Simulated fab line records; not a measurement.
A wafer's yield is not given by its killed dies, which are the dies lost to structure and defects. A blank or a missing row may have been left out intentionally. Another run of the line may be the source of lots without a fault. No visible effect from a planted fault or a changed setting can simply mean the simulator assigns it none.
fab line records ; flow n5_finfet
record: lots: 7; wafers: 21
route steps=1938 shown SD_EPI_N@288 SD_EPI_P@321 SD_ACTIVATION@330 GATE_CUT@484 MOL_CONTACT_COAG@523
start_h: start of the lot's first displayed wafer, in hours after the record's first day ; wait_h: hours from the lot's prior step to this one ; " the same as in the row above ; L1.1+2: a row that stands for several wafers ; - no value, or no start given ; * or withheld: withheld ; < > ~ a bound
route shown NAME@n: names a module that has steps shown in the file, with the first one's number in the route ; usual: mean/standard deviation of fault-free wafers ; same: alike in all rows ; chamber/n: place in a boat ; sites: the reading at each site ; _std_site: standard deviation of those values ; _edge_site: outer sites' mean less inner sites' ; radius_mm: for every site, how far away it sits from the centre of the wafer ; mask NAME#n: copy n ; behind: the tool/chamber that last shaped the wafer ; hold: why the lot was held/for how many hours/how that ended ; device: the n, p or np transistor that did not switch ; end of line: tests of these same wafers at the route's end ; for a step that has no rows: nothing shown but its recipe ; killed: dies lost to structure and defects at the first sort, not the wafer's yield ; map: a wafer's dies, marking killed ones x, the rest . and places with no die _
set.NAME: the run value of the setting; set.NAME@STEP: its run value at that earlier step ; model.NAME: the simulator's own value behind a step, which no gauge read
one table per step and one row per wafer, for lots whose settings were changed on purpose
== steps ==
step: N5_SD_EPI_N_EPI_21
recipe: material: Si:P; dopant: P; temp_c: 680; pressure_torr: 255; time_s: 690
lot.wafer;tool;chamber;start_h;wait_h;set.temp_c;model.Si-P_of_SD_EPI_N_EPI_21.thk_nm
L079.2;epi_rpcvd-02;0;80.61;0.4;680;59
L079.4;epi_rpcvd-02;0;80.61;0.4;680;58.8
L079.5;epi_rpcvd-02;0;80.61;0.4;675.4;54
L080.1;epi_rpcvd-03;0;102.57;0.2;680;59
L080.2;epi_rpcvd-03;0;102.57;0.2;680;58
L080.6;epi_rpcvd-03;0;104.44;1.9;680;59.2
L082.2;epi_rpcvd-04;0;103.62;0.4;682.6;62
L082.4+5;epi_rpcvd-04;0;103.62;0.4;680;59.8
L084.1;epi_rpcvd-04;0;112.39;0.1;683.3;61.6
L084.4;epi_rpcvd-04;0;112.39;0.1;680;58.4
L084.6;epi_rpcvd-04;0;112.39;0.1;680;57.4
L091.1;epi_rpcvd-03;0;153.37;0.1;680;59.6
L091.3;epi_rpcvd-03;0;153.37;0.1;683.6;62.6
L091.4;epi_rpcvd-03;0;153.37;0.1;683.6;63.2
L092.1;epi_rpcvd-04;0;157.91;0.2;680;59.4
L092.2;epi_rpcvd-04;0;157.91;0.2;680;59.2
L092.5;epi_rpcvd-04;0;159.41;1.5;680;59
L097.2;epi_rpcvd-04;0;191.33;0.5;681.9;61
L097.5;epi_rpcvd-04;0;192.45;1.5;680;59
L097.6;epi_rpcvd-04;0;192.45;1.5;681.9;61.2
step: N5_SD_EPI_N_PRECLEAN_24
recipe: chemistry: O3/DIW; time_s: 60; temp_c: 22; o3_ppm: 10
step: N5_SD_EPI_P_EPI_21
recipe: material: SiGe:B; dopant: B; temp_c: 550; pressure_torr: 20; ambient: H2; time_s: 355
step: N5_SD_EPI_P_HM_STRIP_48
recipe: chemistry: H3PO4; temp_c: 160; material: SiNx; target: SiNx; target_depth_a: 30; overetch_fraction: 0.3
lot.wafer;tool;chamber;start_h;wait_h;set.temp_c@SD_EPI_N_EPI_21;model.Si-P_of_SD_EPI_N_EPI_21.thk_nm
L079.2+4;wet_bench-06;2,3;87.63;0.0;680;58.2
L079.5;wet_bench-06;4;87.63;0.0;675.4;53.4
L080.1;wet_bench-04;7;110.30;0.0;680;58.4
L080.2;wet_bench-04;0;110.30;0.0;680;57.4
L080.6;wet_bench-04;2;110.30;0.0;680;58.6
L082.2;wet_bench-06;2;110.52;0.0;682.6;61.2
L082.4;wet_bench-06;1;110.52;0.0;680;59
L082.5;wet_bench-06;0;110.52;0.0;680;59.2
L084.1;wet_bench-06;7;118.76;0.0;683.3;61
L084.4;wet_bench-06;6;118.76;0.0;680;57.8
L084.6;wet_bench-06;3;118.76;0.0;680;56.8
L091.1;wet_bench-06;4;160.42;0.0;680;59
L091.3;wet_bench-06;7;160.42;0.0;683.6;61.8
L091.4;wet_bench-06;3;160.42;0.0;683.6;62.4
L092.1;wet_bench-06;1;164.70;0.0;680;58.8
L092.2;wet_bench-06;2;164.70;0.0;680;58.6
L092.5;wet_bench-06;0;164.70;0.0;680;58.2
L097.2;wet_bench-05;4;197.77;0.0;681.9;60.2
L097.5;wet_bench-05;3;197.77;0.0;680;58.4
L097.6;wet_bench-05;2;197.77;0.0;681.9;60.4
step: N5_SD_EPI_P_SRD_49
recipe: dry: ipa_marangoni; time_s: 30; temp_c: 23; rinse_liquid: diw
step: N5_SD_EPI_P_PRECLEAN_24
recipe: chemistry: O3/DIW; time_s: 45; temp_c: 22; o3_ppm: 10
lot.wafer;tool;chamber;start_h;wait_h;set.temp_c@SD_EPI_N_EPI_21;model.Si-P_of_SD_EPI_N_EPI_21.thk_nm
L079.2;wet_bench-06;2;87.70;0.0;680;58.2
L079.4;wet_bench-06;3;87.70;0.0;680;58
L079.5;wet_bench-06;4;87.70;0.0;675.4;53.2
L080.1;wet_bench-04;7;110.37;0.0;680;58.2
L080.2;wet_bench-04;0;110.37;0.0;680;57.2
L080.6;wet_bench-04;2;110.37;0.0;680;58.4
L082.2;wet_bench-06;2;110.59;0.0;682.6;61.2
L082.4+5;wet_bench-06;1,0;110.59;0.0;680;59
L084.1;wet_bench-06;7;118.83;0.0;683.3;60.8
L084.4;wet_bench-06;6;118.83;0.0;680;57.6
L084.6;wet_bench-06;3;118.83;0.0;680;56.6
L091.1;wet_bench-06;4;160.49;0.0;680;58.8
L091.3;wet_bench-06;7;160.49;0.0;683.6;61.6
L091.4;wet_bench-06;3;160.49;0.0;683.6;62.2
L092.1;wet_bench-06;1;164.77;0.0;680;58.6
L092.2;wet_bench-06;2;164.77;0.0;680;58.4
L092.5;wet_bench-06;0;164.77;0.0;680;58.2
L097.2;wet_bench-05;4;197.84;0.0;681.9;60.2
L097.5;wet_bench-05;3;197.84;0.0;680;58.2
L097.6;wet_bench-05;2;197.84;0.0;681.9;60.4
step: N5_SD_EPI_P_PRECLEAN_32
recipe: chemistry: dHF; time_s: 10; dilution: 500:1; temp_c: 25
step: N5_SD_EPI_P_PRECLEAN_33
recipe: chemistry: SC2; time_s: 45; temp_c: 35; mix: 1:1:50
step: N5_SD_ACTIVATION_RTA_00
recipe: temp_c: 975; time_s: 0; ambient: N2; idle_temp_c: 600; ramp_up_c_per_s: 150; ramp_down_c_per_s: 60; cool_to_c: 600
step: N5_SD_ACTIVATION_LSA_01
recipe: temp_c: 1080; time_s: 0.0008; ambient: N2
step: N5_SD_ACTIVATION_RS_MEAS_03
recipe: thk_meas_gauge: four-point-probe
usual: RS_SD_N: 21.94/0.24; RS_SD_P: 56.1/0.78
lot.wafer;tool;chamber;start_h;wait_h;set.temp_c@SD_EPI_N_EPI_21;RS_SD_N[ohm/sq];RS_SD_P[ohm/sq]
L079.2;film_metro-02;-;88.21;0.2;680;21.83;56.7
L079.4;film_metro-02;-;88.21;0.2;680;21.81;56.5
L079.5;film_metro-02;-;88.21;0.2;675.4;23.72;55.9
L080.1;film_metro-01;-;110.87;0.2;680;21.90;58.0
L080.2;film_metro-01;-;110.87;0.2;680;22.42;58.0
L080.6;film_metro-01;-;110.87;0.2;680;21.84;58.3
L082.2;film_metro-02;-;111.12;0.2;682.6;20.98;55.6
L082.4;film_metro-02;-;111.12;0.2;680;22.00;56.2
L082.5;film_metro-02;-;111.12;0.2;680;21.68;55.7
L084.1;film_metro-01;-;119.33;0.2;683.3;21.10;56.9
L084.4;film_metro-01;-;119.33;0.2;680;22.22;56.5
L084.6;film_metro-01;-;119.33;0.2;680;22.52;56.4
L091.1;film_metro-01;-;161.23;0.2;680;21.69;55.2
L091.3;film_metro-01;-;161.23;0.2;683.6;20.67;55.2
L091.4;film_metro-01;-;161.23;0.2;683.6;20.44;55.5
L092.1;film_metro-01;-;165.47;0.2;680;21.74;56.0
L092.2;film_metro-01;-;165.47;0.2;680;21.73;56.2
L092.5;film_metro-01;-;165.47;0.2;680;21.70;55.2
L097.2;film_metro-01;-;198.38;0.2;681.9;21.28;56.9
L097.5;film_metro-01;-;198.38;0.2;680;21.90;56.7
L097.6;film_metro-01;-;198.38;0.2;681.9;21.29;56.7
step: N5_GATE_CUT_EXPOSE_10
recipe: mask_id: GATE_CUT; na: 0.33; source_shape: annular; sigma_inner: 0.35; sigma_outer: 0.8; polarization: unpolarized; target_cd_nm: 20; dose_mj: 43.25
lot.wafer;tool;chamber;start_h;wait_h;mask;set.dose_mj
L079.2+4+5;euv_scanner-01;0;112.94;-;GATE_CUT#0;43.25
L080.1+2+6;euv_scanner-01;0;136.32;-;GATE_CUT#0;43.25
L082.2+4;euv_scanner-01;0;137.98;-;GATE_CUT#0;43.25
L082.5;euv_scanner-01;0;137.98;-;GATE_CUT#0;44.5
L084.1;euv_scanner-02;0;146.97;-;GATE_CUT#0;40.41
L084.4+6;euv_scanner-02;0;146.97;-;GATE_CUT#0;43.25
L091.1+3;euv_scanner-01;0;187.42;-;GATE_CUT#0;40.47
L091.4;euv_scanner-01;0;187.42;-;GATE_CUT#0;43.25
L092.1+2+5;euv_scanner-02;0;191.37;-;GATE_CUT#0;43.25
L097.2+6;euv_scanner-01;0;222.63;-;GATE_CUT#0;40.6
L097.5;euv_scanner-01;0;222.63;-;GATE_CUT#0;43.25
step: N5_GATE_CUT_PEB_11
recipe: peb_temp_c: 100; peb_time_s: 60; resist: CAR-EUV
step: N5_GATE_CUT_DEVELOP_12
recipe: develop_time_s: 30; developer: TMAH; resist: CAR-EUV; rinse_liquid: surfactant_rinse; dry: air_spin; dev_temp_c: 23
step: N5_GATE_CUT_CD_MEAS_13
recipe: target_cd_nm: 20; landing_energy_ev: 500; detector: se_inlens
usual: cd_nm: 20.04/0.22
lot.wafer;tool;chamber;start_h;wait_h;set.dose_mj@GATE_CUT_EXPOSE_10;cd_nm
L079.2;cd_sem-02;0;113.06;-;43.25;20.17
L079.4;cd_sem-02;0;113.06;-;43.25;20.01
L079.5;cd_sem-02;0;113.06;-;43.25;19.77
L080.1;cd_sem-01;0;136.45;-;43.25;20.00
L080.2;cd_sem-01;0;136.45;-;43.25;20.42
L080.6;cd_sem-01;0;136.45;-;43.25;20.00
L082.2;cd_sem-01;0;138.11;-;43.25;19.90
L082.4;cd_sem-01;0;138.11;-;43.25;20.11
L082.5;cd_sem-01;0;138.11;-;44.5;20.72
L084.1;cd_sem-02;0;147.10;-;40.41;18.35
L084.4;cd_sem-02;0;147.10;-;43.25;19.84
L084.6;cd_sem-02;0;147.10;-;43.25;20.21
L091.1;cd_sem-03;0;187.55;-;40.47;18.40
L091.3;cd_sem-03;0;187.55;-;40.47;18.43
L091.4;cd_sem-03;0;187.55;-;43.25;20.21
L092.1;cd_sem-01;0;191.50;-;43.25;19.97
L092.2;cd_sem-01;0;191.50;-;43.25;20.26
L092.5;cd_sem-01;0;191.50;-;43.25;19.77
L097.2;cd_sem-03;0;222.76;-;40.6;18.21
L097.5;cd_sem-03;0;222.76;-;43.25;19.92
L097.6;cd_sem-03;0;222.76;-;40.6;18.27
step: N5_GATE_CUT_DESCUM_18
recipe: chemistry: O2; time_s: 7; source_power_w: 50; bias_power_w: 20; pressure_mtorr: 20; rf_frequency_hz: 2.712e+07; temp_c: 40; resist: CAR-EUV; o2_flow_sccm: 225
lot.wafer;tool;chamber;start_h;wait_h;set.dose_mj@GATE_CUT_EXPOSE_10;model.GATE_CUT.cd_nm
L079.2+4;rie_diel-05;0,1;113.18;0.0;43.25;20.2
L079.5;rie_diel-05;0;113.18;0.0;43.25;20
L080.1+2+6;rie_diel-02;2,0,0;136.57;0.0;43.25;20.2
L082.2+4;rie_diel-02;2,0;138.23;0.0;43.25;20
L082.5;rie_diel-02;3;138.23;0.0;44.5;20.6
L084.1;rie_diel-05;3;147.23;0.0;40.41;18.4
L084.4+6;rie_diel-05;2,0;147.23;0.0;43.25;20
L091.1;rie_diel-05;2;187.82;0.2;40.47;18.4
L091.3;rie_diel-05;3;187.82;0.2;40.47;18.6
L091.4;rie_diel-05;3;187.82;0.2;43.25;20
L092.1;rie_diel-05;1;191.62;0.0;43.25;20.2
L092.2+5;rie_diel-05;3;191.62;0.0;43.25;20
L097.2;rie_diel-02;2;222.89;0.0;40.6;18.6
L097.5;rie_diel-02;0;222.89;0.0;43.25;19.8
L097.6;rie_diel-02;1;222.89;0.0;40.6;18.4
step: N5_GATE_CUT_ETCH_28
recipe: chemistry: N2/H2; target: underlayer; target_depth_a: 130; mask_material: CAR-EUV; time_s: 10.4; ion_energy_ev: 200; pressure_mtorr: 30; source_w: 840; bias_w: 150; n2_flow_sccm: 200; h2_flow_sccm: 200; ends: cleared
step: N5_GATE_CUT_ETCH_36
recipe: chemistry: CF4; target: SiARC; target_depth_a: 130; mask_material: CAR-EUV; time_s: 21.7; ion_energy_ev: 80; pressure_mtorr: 40; source_w: 545; bias_w: 36; Ar_flow_sccm: 100; cf4_flow_sccm: 100; ends: cleared
step: N5_GATE_CUT_ETCH_37
recipe: chemistry: N2/H2; target: SOC; target_depth_a: 600; overetch_a: 120; mask_material: SiARC; temp_c: 40; time_s: 90; ion_energy_ev: 200; pressure_mtorr: 30; source_w: 840; bias_w: 150; n2_flow_sccm: 200; h2_flow_sccm: 200
lot.wafer;tool;chamber;start_h;wait_h;set.dose_mj@GATE_CUT_EXPOSE_10;model.GATE_CUT.cd_nm
L079.2+4;rie_diel-05;0,1;113.26;0.0;43.25;20.2
L079.5;rie_diel-05;0;113.26;0.0;43.25;19.8
L080.1;rie_diel-02;2;136.65;0.0;43.25;20.4
L080.2;rie_diel-02;0;136.65;0.0;43.25;20.2
L080.6;rie_diel-02;0;136.65;0.0;43.25;20
L082.2;rie_diel-02;2;138.31;0.0;43.25;20.2
L082.4;rie_diel-02;0;138.31;0.0;43.25;20
L082.5;rie_diel-02;3;138.31;0.0;44.5;20.4
L084.1;rie_diel-05;3;147.31;0.0;40.41;18.2
L084.4;rie_diel-05;2;147.31;0.0;43.25;19.8
L084.6;rie_diel-05;0;147.31;0.0;43.25;20
L091.1;rie_diel-05;2;187.90;0.0;40.47;18.2
L091.3;rie_diel-05;3;187.90;0.0;40.47;18.4
L091.4;rie_diel-05;3;187.90;0.0;43.25;19.8
L092.1;rie_diel-05;1;191.70;0.0;43.25;20.2
L092.2+5;rie_diel-05;3;191.70;0.0;43.25;19.6
L097.2;rie_diel-02;2;222.97;0.0;40.6;18.6
L097.5;rie_diel-02;0;222.97;0.0;43.25;20
L097.6;rie_diel-02;1;222.97;0.0;40.6;18.4
step: N5_GATE_CUT_STRIP_38
recipe: chemistry: N2/H2; temp_c: 40; n2_flow_sccm: 200; h2_flow_sccm: 200; rf_frequency_hz: 6e+07
step: N5_GATE_CUT_STRIP_39
recipe: chemistry: N2/H2; temp_c: 40; n2_flow_sccm: 200; h2_flow_sccm: 200; rf_frequency_hz: 6e+07
step: N5_GATE_CUT_HM_OPEN_40
recipe: chemistry: C4F6/O2; target: SiO2; mask_material: SiARC; target_depth_a: 1390; time_s: 85.1; ion_energy_ev: 250; pressure_mtorr: 30; source_w: 345; bias_w: 185; Ar_flow_sccm: 300; C4F6_flow_sccm: 10; O2_flow_sccm: 10; ends: cleared
lot.wafer;tool;chamber;start_h;wait_h;set.dose_mj@GATE_CUT_EXPOSE_10;model.GATE_CUT.cd_nm
L079.2;rie_diel-05;0;113.35;0.0;43.25;20.2
L079.4;rie_diel-05;1;113.35;0.0;43.25;20.4
L079.5;rie_diel-05;0;113.35;0.0;43.25;20
L080.1;rie_diel-02;2;136.74;0.0;43.25;20.4
L080.2+6;rie_diel-02;0;136.74;0.0;43.25;20
L082.2;rie_diel-02;2;138.40;0.0;43.25;20.2
L082.4;rie_diel-02;0;138.40;0.0;43.25;20
L082.5;rie_diel-02;3;138.40;0.0;44.5;20.4
L084.1;rie_diel-05;3;147.39;0.0;40.41;18.2
L084.4;rie_diel-05;2;147.39;0.0;43.25;19.8
L084.6;rie_diel-05;0;147.39;0.0;43.25;20.2
L091.1+3;rie_diel-05;2,3;187.98;0.0;40.47;18.4
L091.4;rie_diel-05;3;187.98;0.0;43.25;20
L092.1;rie_diel-05;1;191.79;0.0;43.25;20.2
L092.2;rie_diel-05;3;191.79;0.0;43.25;19.8
L092.5;rie_diel-05;3;191.79;0.0;43.25;19.6
L097.2;rie_diel-02;2;223.06;0.0;40.6;18.6
L097.5;rie_diel-02;0;223.06;0.0;43.25;20
L097.6;rie_diel-02;1;223.06;0.0;40.6;18.4
step: N5_GATE_CUT_STRIP_41
recipe: chemistry: CF4; resist: SiARC; power_w: 300; bias_power_w: 75; pressure_mtorr: 50; cf4_flow_sccm: 150; rf_frequency_hz: 6e+07
step: N5_GATE_CUT_STRIP_42
recipe: chemistry: O2; power_w: 400; temp_c: 40; pressure_mtorr: 30; rf_frequency_hz: 6e+07; bias_power_w: 0; overash_fraction: 0.3; o2_flow_sccm: 225
step: N5_GATE_CUT_ETCH_19
recipe: chemistry: CH3F/O2; target: SiNx; mask_material: SiO2; target_depth_a: 537; time_s: 76.7; pressure_mtorr: 30; source_w: 395; bias_w: 73; Ar_flow_sccm: 150; CH3F_flow_sccm: 30; O2_flow_sccm: 20; ion_energy_ev: 120; ends: cleared
lot.wafer;tool;chamber;start_h;wait_h;set.dose_mj@GATE_CUT_EXPOSE_10;model.GATE_CUT.cd_nm
L079.2;rie_diel-05;0;113.47;0.0;43.25;20.2
L079.4;rie_diel-05;1;113.47;0.0;43.25;20.4
L079.5;rie_diel-05;0;113.47;0.0;43.25;20
L080.1;rie_diel-02;2;136.86;0.0;43.25;20.4
L080.2+6;rie_diel-02;0;136.86;0.0;43.25;20
L082.2+4;rie_diel-02;2,0;138.52;0.0;43.25;20
L082.5;rie_diel-02;3;138.52;0.0;44.5;20.6
L084.1;rie_diel-05;3;147.51;0.0;40.41;18.2
L084.4;rie_diel-05;2;147.51;0.0;43.25;19.8
L084.6;rie_diel-05;0;147.51;0.0;43.25;20.2
L091.1+3;rie_diel-05;2,3;188.10;0.0;40.47;18.4
L091.4;rie_diel-05;3;188.10;0.0;43.25;20
L092.1;rie_diel-05;1;191.91;0.0;43.25;20.2
L092.2;rie_diel-05;3;191.91;0.0;43.25;19.8
L092.5;rie_diel-05;3;191.91;0.0;43.25;19.6
L097.2;rie_diel-02;2;223.18;0.0;40.6;18.6
L097.5;rie_diel-02;0;223.18;0.0;43.25;20
L097.6;rie_diel-02;1;223.18;0.0;40.6;18.2
step: N5_GATE_CUT_CUT_ETCH_53
recipe: chemistry: SF6/Cl2; target: W; mask_material: SiO2; target_depth_a: 792; pressure_mtorr: 8; icp_w: 900; bias_w: 80; SF6_flow_sccm: 40; Cl2_flow_sccm: 60; ends: cleared
step: N5_GATE_CUT_CUT_ETCH_54
recipe: chemistry: Cl2/BCl3; target: TiN; mask_material: SiO2; target_depth_a: 967; pressure_mtorr: 10; icp_w: 1000; bias_w: 126; Cl2_flow_sccm: 53.25; bcl3_flow_sccm: 21.75; Ar_flow_sccm: 25; ends: cleared
step: N5_GATE_CUT_CUT_ETCH_55
recipe: chemistry: BCl3; target: HfO2; mask_material: SiO2; target_depth_a: 32; ion_energy_ev: 30; pressure_mtorr: 5; icp_w: 450; bias_w: 18; bcl3_flow_sccm: 80
step: N5_GATE_CUT_ETCH_47
recipe: chemistry: Cl2/BCl3; target: SiO2; target_depth_a: 100; pressure_mtorr: 10; icp_w: 1000; bias_w: 126; Cl2_flow_sccm: 53.25; bcl3_flow_sccm: 21.75; Ar_flow_sccm: 25
lot.wafer;tool;chamber;start_h;wait_h;set.dose_mj@GATE_CUT_EXPOSE_10;model.GATE_CUT.cd_nm
L079.2;rie_metal-01;1;113.74;0.0;43.25;20.2
L079.4;rie_metal-01;1;113.74;0.0;43.25;20.6
L079.5;rie_metal-01;1;113.74;0.0;43.25;19.6
L080.1;rie_metal-01;1;137.12;0.0;43.25;20.2
L080.2+6;rie_metal-01;0;137.12;0.0;43.25;19.8
L082.2+4;rie_metal-03;1;138.78;0.0;43.25;20
L082.5;rie_metal-03;1;138.78;0.0;44.5;20.8
L084.1;rie_metal-01;1;147.77;0.0;40.41;18.6
L084.4;rie_metal-01;1;147.77;0.0;43.25;20
L084.6;rie_metal-01;0;147.77;0.0;43.25;20.2
L091.1;rie_metal-01;0;188.36;0.0;40.47;17.8
L091.3;rie_metal-01;1;188.36;0.0;40.47;18
L091.4;rie_metal-01;0;188.36;0.0;43.25;19.6
L092.1;rie_metal-01;0;192.17;0.0;43.25;19.6
L092.2;rie_metal-01;1;192.17;0.0;43.25;19.4
L092.5;rie_metal-01;0;192.17;0.0;43.25;19.2
L097.2;rie_metal-02;0;223.60;0.1;40.6;18.4
L097.5;rie_metal-02;0;223.60;0.1;43.25;20.2
L097.6;rie_metal-02;0;223.60;0.1;40.6;18
step: N5_MOL_CONTACT_COAG_EXPOSE_05
recipe: mask_id: CA; na: 0.33; source_shape: annular; sigma_inner: 0.4; sigma_outer: 0.8; polarization: unpolarized; defocus_nm: 0; dose_mj: 38.25
lot.wafer;tool;chamber;start_h;wait_h;mask;set.dose_mj
L079.2;euv_scanner-01;0;116.73;-;CA#0;38.25
L079.4+5;euv_scanner-01;0;116.73;-;CA#0;41.01
L080.1+2+6;euv_scanner-02;0;141.31;-;CA#0;38.25
L082.2+4;euv_scanner-01;0;142.03;-;CA#0;38.25
L082.5;euv_scanner-01;0;142.03;-;CA#0;40.16
L084.1;euv_scanner-01;0;150.89;-;CA#0;40.32
L084.4+6;euv_scanner-01;0;150.89;-;CA#0;38.25
L091.1+4;euv_scanner-01;0;191.92;-;CA#0;39.08
L091.3;euv_scanner-01;0;191.92;-;CA#0;38.25
L092.1+2+5;euv_scanner-02;0;195.70;-;CA#0;38.25
L097.2+5+6;euv_scanner-02;0;226.89;-;CA#0;38.25
step: N5_MOL_CONTACT_COAG_PEB_06
recipe: peb_temp_c: 100; peb_time_s: 60; resist: CAR-EUV
step: N5_MOL_CONTACT_COAG_DEVELOP_07
recipe: develop_time_s: 30; developer: TMAH; resist: CAR-EUV; rinse_liquid: surfactant_rinse; dry: air_spin; dev_temp_c: 23
step: N5_MOL_CONTACT_COAG_CD_MEAS_08
recipe: target_cd_nm: 28; landing_energy_ev: 500; detector: se_inlens; polarity: opening
usual: cd_nm: 27.98/0.23
lot.wafer;tool;chamber;start_h;wait_h;set.dose_mj@MOL_CONTACT_COAG_EXPOSE_05;cd_nm
L079.2;cd_sem-03;0;116.85;-;38.25;27.86
L079.4;cd_sem-03;0;116.85;-;41.01;29.32
L079.5;cd_sem-03;0;116.85;-;41.01;29.58
L080.1;cd_sem-02;0;141.44;-;38.25;27.99
L080.2;cd_sem-02;0;141.44;-;38.25;27.55
L080.6;cd_sem-02;0;141.44;-;38.25;27.91
L082.2;cd_sem-02;0;142.15;-;38.25;27.83
L082.4;cd_sem-02;0;142.15;-;38.25;27.57
L082.5;cd_sem-02;0;142.15;-;40.16;28.89
L084.1;cd_sem-03;0;151.02;-;40.32;29.16
L084.4;cd_sem-03;0;151.02;-;38.25;27.65
L084.6;cd_sem-03;0;151.02;-;38.25;27.54
L091.1;cd_sem-02;0;192.05;-;39.08;28.72
L091.3;cd_sem-02;0;192.05;-;38.25;28.02
L091.4;cd_sem-02;0;192.05;-;39.08;28.49
L092.1;cd_sem-02;0;195.83;-;38.25;28.14
L092.2;cd_sem-02;0;195.83;-;38.25;27.61
L092.5;cd_sem-02;0;195.83;-;38.25;27.78
L097.2;cd_sem-02;0;227.02;-;38.25;27.81
L097.5;cd_sem-02;0;227.02;-;38.25;28.13
L097.6;cd_sem-02;0;227.02;-;38.25;28.16
step: N5_MOL_CONTACT_COAG_DESCUM_13
recipe: chemistry: O2; time_s: 7; source_power_w: 50; bias_power_w: 20; pressure_mtorr: 20; rf_frequency_hz: 2.712e+07; temp_c: 40; resist: CAR-EUV; o2_flow_sccm: 225
step: N5_MOL_CONTACT_COAG_ETCH_59
recipe: chemistry: N2/H2; target: underlayer; target_depth_a: 130; mask_material: CAR-EUV; time_s: 10.4; ion_energy_ev: 200; pressure_mtorr: 30; source_w: 840; bias_w: 150; n2_flow_sccm: 200; h2_flow_sccm: 200; ends: cleared
lot.wafer;tool;chamber;start_h;wait_h;set.dose_mj@MOL_CONTACT_COAG_EXPOSE_05;model.MOL_CONTACT_COAG.cd_offset_nm
L079.2;rie_diel-03;2;117.12;0.0;38.25;0
L079.4+5;rie_diel-03;1,3;117.12;0.0;41.01;1.6
L080.1+2;rie_diel-01;2,0;141.60;0.0;38.25;0
L080.6;rie_diel-01;0;141.60;0.0;38.25;0.2
L082.2+4;rie_diel-03;0,2;142.31;0.0;38.25;0
L082.5;rie_diel-03;0;142.31;0.0;40.16;0.8
L084.1;rie_diel-01;0;151.21;0.0;40.32;1
L084.4+6;rie_diel-01;2,0;151.21;0.0;38.25;-0.2
L091.1+4;rie_diel-03;1,2;192.21;0.0;39.08;0.4
L091.3;rie_diel-03;2;192.21;0.0;38.25;0
L092.1;rie_diel-01;0;195.99;0.0;38.25;0
L092.2+5;rie_diel-01;1,0;195.99;0.0;38.25;-0.2
L097.2+6;rie_diel-01;0,3;227.17;0.0;38.25;0
L097.5;rie_diel-01;2;227.17;0.0;38.25;-0.2
== key ==
split: step: N5_SD_EPI_N_EPI_21; setting: temp_c; stated: 680; by: wafer
response: step: N5_SD_EPI_N_EPI_21; reading: model.Si-P_of_SD_EPI_N_EPI_21.thk_nm; change: +6.92; per: 1%; r: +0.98
response: step: N5_SD_EPI_P_HM_STRIP_48; reading: model.Si-P_of_SD_EPI_N_EPI_21.thk_nm; change: +6.69; per: 1%; r: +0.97
response: step: N5_SD_EPI_P_PRECLEAN_24; reading: model.Si-P_of_SD_EPI_N_EPI_21.thk_nm; change: +6.83; per: 1%; r: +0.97
response: step: N5_SD_ACTIVATION_RS_MEAS_03; reading: RS_SD_N; change: -2.51; per: 1%; r: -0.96
split: step: N5_GATE_CUT_EXPOSE_10; setting: dose_mj; stated: 43.25; by: wafer
response: step: N5_GATE_CUT_CD_MEAS_13; reading: cd_nm; change: +0.268; per: 1%; r: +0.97
response: step: N5_GATE_CUT_DESCUM_18; reading: model.GATE_CUT.cd_nm; change: +0.229; per: 1%; r: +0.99
response: step: N5_GATE_CUT_ETCH_37; reading: model.GATE_CUT.cd_nm; change: +0.237; per: 1%; r: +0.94
response: step: N5_GATE_CUT_HM_OPEN_40; reading: model.GATE_CUT.cd_nm; change: +0.247; per: 1%; r: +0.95
response: step: N5_GATE_CUT_ETCH_19; reading: model.GATE_CUT.cd_nm; change: +0.258; per: 1%; r: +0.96
response: step: N5_GATE_CUT_ETCH_47; reading: model.GATE_CUT.cd_nm; change: +0.271; per: 1%; r: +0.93
split: step: N5_MOL_CONTACT_COAG_EXPOSE_05; setting: dose_mj; stated: 38.25; by: wafer
response: step: N5_MOL_CONTACT_COAG_CD_MEAS_08; reading: cd_nm; change: +0.244; per: 1%; r: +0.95
response: step: N5_MOL_CONTACT_COAG_ETCH_59; reading: model.MOL_CONTACT_COAG.cd_offset_nm; change: +0.206; per: 1%; r: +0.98
